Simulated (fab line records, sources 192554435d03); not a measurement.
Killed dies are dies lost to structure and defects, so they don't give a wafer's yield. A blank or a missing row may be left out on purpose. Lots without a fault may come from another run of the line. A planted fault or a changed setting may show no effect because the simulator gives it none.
Which tool did it? | flow n5_finfet | 10 lots, 30 wafers sampled, at 5 steps of a route of 1938

WHAT THE GAUGES READ, wafer by wafer
N5_BEOL_M13_THK_MEAS_01.
lot  | measured     | on            | M13_ILD_THK (nm)
L280 | day 11 14:10 | film_metro-02 | 831 845 836
L281 | day 11 14:43 | film_metro-01 | 833 838 835
L293 | day 14 08:16 | film_metro-02 | 825 841 833
L292 | day 14 08:36 | film_metro-02 | 840 838 839
L294 | day 14 16:17 | film_metro-01 | 826 828 848
L295 | day 14 16:34 | film_metro-02 | 832 822 842
L296 | day 15 13:46 | film_metro-02 | 829 834 836
L298 | day 15 23:50 | film_metro-01 | 826 818 842
L299 | day 16 03:09 | film_metro-02 | 827 841 842
L302 | day 16 15:57 | film_metro-01 | 837 839 850

WHICH TOOL RAN EACH LOT (tool, then ch and the chambers of the sampled wafers, then the start)
lot  | N5_BEOL_M12_ETCH_67                | N5_BEOL_M12_SPUTTER_43       | N5_BEOL_M12_SPUTTER_45       | N5_BEOL_M12_CMP_49
L280 | rie_diel-03 ch 2,3, day 11 07:55   | pvd_sputter-01, day 11 12:32 | pvd_sputter-01, day 11 12:42 | cmp-04 ch 0,3, day 11 13:32
L281 | rie_diel-03 ch 1,2, day 11 10:20   | pvd_sputter-03, day 11 12:33 | pvd_sputter-03, day 11 12:43 | cmp-01 ch 0,1, day 11 14:05
L293 | rie_diel-05 ch 0,3, day 14 03:55   | pvd_sputter-03, day 14 06:53 | pvd_sputter-03, day 14 07:03 | cmp-04 ch 1,2, day 14 07:40
L292 | rie_diel-01 ch 1,2,3, day 14 04:28 | pvd_sputter-03, day 14 07:13 | pvd_sputter-03, day 14 07:22 | cmp-03 ch 0,1,3, day 14 07:58
L294 | rie_diel-03 ch 1,3, day 14 12:04   | pvd_sputter-01, day 14 14:38 | pvd_sputter-01, day 14 14:48 | cmp-03 ch 0,1,3, day 14 15:40
L295 | rie_diel-05 ch 0,1,3, day 14 13:37 | pvd_sputter-02, day 14 15:08 | pvd_sputter-02, day 14 15:18 | cmp-04 ch 0,3, day 14 15:56
L296 | rie_diel-05 ch 0,1,3, day 15 08:25 | pvd_sputter-01, day 15 11:05 | pvd_sputter-01, day 15 11:14 | cmp-04 ch 0,1,3, day 15 13:08
L298 | rie_diel-05 ch 0,3, day 15 18:52   | pvd_sputter-01, day 15 22:26 | pvd_sputter-01, day 15 22:35 | cmp-01 ch 0,3, day 15 23:09
L299 | rie_diel-05 ch 0,1, day 16 00:35   | pvd_sputter-01, day 16 01:48 | pvd_sputter-01, day 16 01:58 | cmp-04 ch 0,3, day 16 02:34
L302 | rie_diel-01 ch 2,3, day 16 10:50   | pvd_sputter-01, day 16 14:32 | pvd_sputter-01, day 16 14:41 | cmp-01 ch 2,3, day 16 15:17
- N5_BEOL_M12_ETCH_67: etches SiARC in CF4, target depth 143 nm, time 238.3 s.
- N5_BEOL_M12_SPUTTER_43: material TaN, target thk 15 nm, time 24.19 s.
- N5_BEOL_M12_SPUTTER_45: material Cu, target thk 80 nm, time 13.33 s.
- N5_BEOL_M12_CMP_49: polishes, stops on SiOC, t overpolish 20.6 s, target thk 320 nm.

WHAT THE TOOLS THEMSELVES READ (means of the sampled wafers that have a number; where no wafer has one, the mark that the record gives instead)
N5_BEOL_M12_ETCH_67.
lot  | tool        | drypump_motor_current_A (A) | etch_rf_on_time_s (s) | oes_product_au (a.u.) | rf_vpp_V (V) | showerhead_plenum_p_Torr (Torr) | throttle_valve_pct (%)
L280 | rie_diel-03 | 6.4                         | 236                   | 0.64                  | 183.2        | 2.11                            | 15.71
L281 | rie_diel-03 | 6.3                         | 243                   | 0.61                  | 184.9        | 2.21                            | 15.78
L293 | rie_diel-05 | 5.2                         | 240                   | 0.72                  | 184.6        | 2.16                            | 15.50
L292 | rie_diel-01 | 5.5                         | 241                   | 0.63                  | 185.6        | 2.17                            | 15.49
L294 | rie_diel-03 | 5.9                         | 242                   | 0.63                  | 184.7        | 2.17                            | 15.47
L295 | rie_diel-05 | 5.6                         | 241                   | 0.70                  | 183.7        | 2.13                            | 15.52
L296 | rie_diel-05 | 5.5                         | 242                   | 0.69                  | 183.8        | 2.13                            | 15.55
L298 | rie_diel-05 | 5.3                         | 240                   | 0.69                  | 184.7        | 2.16                            | 15.54
L299 | rie_diel-05 | 5.5                         | 236                   | 0.74                  | 183.5        | 2.15                            | 15.37
L302 | rie_diel-01 | 5.2                         | 239                   | 0.64                  | 186.1        | 2.23                            | 15.45

N5_BEOL_M12_SPUTTER_43.
lot  | tool           | bias_v (V) | cathode_dc_power_W (W) | throttle_valve_pct (%)
L280 | pvd_sputter-01 | 169.2      | 14998                  | 29.9
L281 | pvd_sputter-03 | 170.0      | 15000                  | 31.5
L293 | pvd_sputter-03 | 168.4      | 13368                  | 31.1
L292 | pvd_sputter-03 | 168.4      | 13371                  | 31.8
L294 | pvd_sputter-01 | 168.6      | 15002                  | 30.5
L295 | pvd_sputter-02 | 167.0      | 14999                  | 30.1
L296 | pvd_sputter-01 | 167.0      | 14999                  | 30.1
L298 | pvd_sputter-01 | 170.1      | 15002                  | 30.3
L299 | pvd_sputter-01 | 168.0      | 15001                  | 30.1
L302 | pvd_sputter-01 | 169.5      | 15000                  | 29.9

N5_BEOL_M12_SPUTTER_45.
lot  | tool           | bias_v (V) | cathode_dc_power_W (W) | throttle_valve_pct (%)
L280 | pvd_sputter-01 | 59.6       | 25998                  | 29.9
L281 | pvd_sputter-03 | 60.2       | 26002                  | 31.5
L293 | pvd_sputter-03 | 60.4       | 26000                  | 31.1
L292 | pvd_sputter-03 | 59.4       | 26003                  | 31.6
L294 | pvd_sputter-01 | 60.3       | 26002                  | 30.4
L295 | pvd_sputter-02 | 60.0       | 26000                  | 30.0
L296 | pvd_sputter-01 | 60.7       | 26002                  | 30.1
L298 | pvd_sputter-01 | 60.0       | 26003                  | 30.4
L299 | pvd_sputter-01 | 59.5       | 26006                  | 30.1
L302 | pvd_sputter-01 | 60.7       | 26002                  | 30.0

N5_BEOL_M12_CMP_49.
lot  | tool   | barrier_field_endpoint_s (s) | motor_current_A (A)
L280 | cmp-04 | 30.8                         | 5.6
L281 | cmp-01 | 29.4                         | 5.7
L293 | cmp-04 | 28.9                         | 5.8
L292 | cmp-03 | 27.8                         | 6.1
L294 | cmp-03 | 29.3                         | 6.2
L295 | cmp-04 | 30.7                         | 5.9
L296 | cmp-04 | 31.2                         | 5.9
L298 | cmp-01 | 30.1                         | 5.2
L299 | cmp-04 | 30.3                         | 6.0
L302 | cmp-01 | 29.7                         | 5.6

THE ANSWER, worked out from the rows above alone
Rule: what is usual is taken from the lots themselves. Put in order of their means at a reading, lots are off if they are a third of the lots or fewer, leave a main group of 4 or more, and stand apart from it by a gap of 3 or more times the standard deviation of the main group's means; of several such gaps the widest counts. A main group whose means are all the same, to the digits that the tables above print for the reading, isn't used. A lot without any number at a reading at which 4 lots or more have one is off too. The other lots that the step has rows for count as sound. The gauges are gone through in route order, then the tools' own readings, and for those a lot's mean is taken as printed above. The first step at which some lot is off is used, and at that step the reading that is off furthest; a lot without a number counts as furthest.
Off: L293, L292, at N5_BEOL_M12_SPUTTER_43 (cathode_dc_power_W). The main group: mean 15000 W, standard deviation 1.4.
A tool fits if, at that step or a process step before it, it ran every lot that is off, and no sound lot after the first of them. One fits: pvd_sputter-03 at N5_BEOL_M12_SPUTTER_43. Its last sound lot is L281 (day 11 12:33), its first lot that is off L293 (day 14 06:53): a fault that began between those two fits.
The tool's own readings at N5_BEOL_M12_SPUTTER_43 bear it out: on the lots that are off they differ by more than 5 times the standard deviation of the sound lots' means. cathode_dc_power_W reads 13370 W there against 15000 W on the sound lots.

WHAT THE SIMULATOR HAD PUT IN
Process parameter drift: pvd_sputter-03, from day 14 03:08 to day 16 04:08, at N5_BEOL_M12_SPUTTER_43. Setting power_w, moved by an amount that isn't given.
Lots struck among those shown: L293, L292. The rule above found the same.
